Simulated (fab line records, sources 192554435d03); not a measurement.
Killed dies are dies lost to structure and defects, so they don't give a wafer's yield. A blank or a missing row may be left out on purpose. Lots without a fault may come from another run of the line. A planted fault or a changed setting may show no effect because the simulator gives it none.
Chamber matching | flow n5_finfet | N5_BEOL_M13_ETCH_68 on rie_diel-03: 4 sister chambers
The step etches SOC in N2/H2, time 355 s. 4 wafers are shown with their chamber, then 9 later ones without.

WAFERS WITH THEIR CHAMBER
wafer  | chamber | showerhead_plenum_p_Torr (Torr)
L080.6 | 2       | 2.44
L086.1 | 1       | 2.66
L084.5 | 3       | 2.63
L084.6 | 0       | 2.68

WAFERS WITHOUT THEIR CHAMBER
wafer  | showerhead_plenum_p_Torr (Torr)
L089.3 | 2.43
L089.4 | 2.66
L089.5 | 2.68
L094.4 | 2.62
L094.5 | 2.62
L094.6 | 2.43
L096.1 | 2.43
L096.2 | 2.67
L096.4 | 2.66

WHICH CHAMBER EACH WENT THROUGH
wafer  | from the rows above     | in truth
L089.3 | 2                       | 2
L089.4 | 1                       | 1
L089.5 | 0                       | 0
L094.4 | 3                       | 3
L094.5 | 3                       | 3
L094.6 | 2                       | 2
L096.1 | 2                       | 2
L096.2 | can't be placed: 1 or 0 | 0
L096.4 | 1                       | 1
Placed correctly: 8 of 9. Can't be placed from these rows: 1 (the true chamber is among the candidates in 1). Placed wrongly: 0.
How it was worked out, from the rows above alone: a wafer's distance from a chamber is the root of the sum, over the readings, of the square of ((its reading less the chamber's mean) divided by the reading's scatter). The wafer belongs to the nearest chamber; if the next one is less than 2 further off, it can't be placed. A chamber's mean is the mean of its shown wafers. The scatter: with one shown wafer a chamber, the root of the mean of the squares of how far each hidden wafer lies from its nearest shown one.
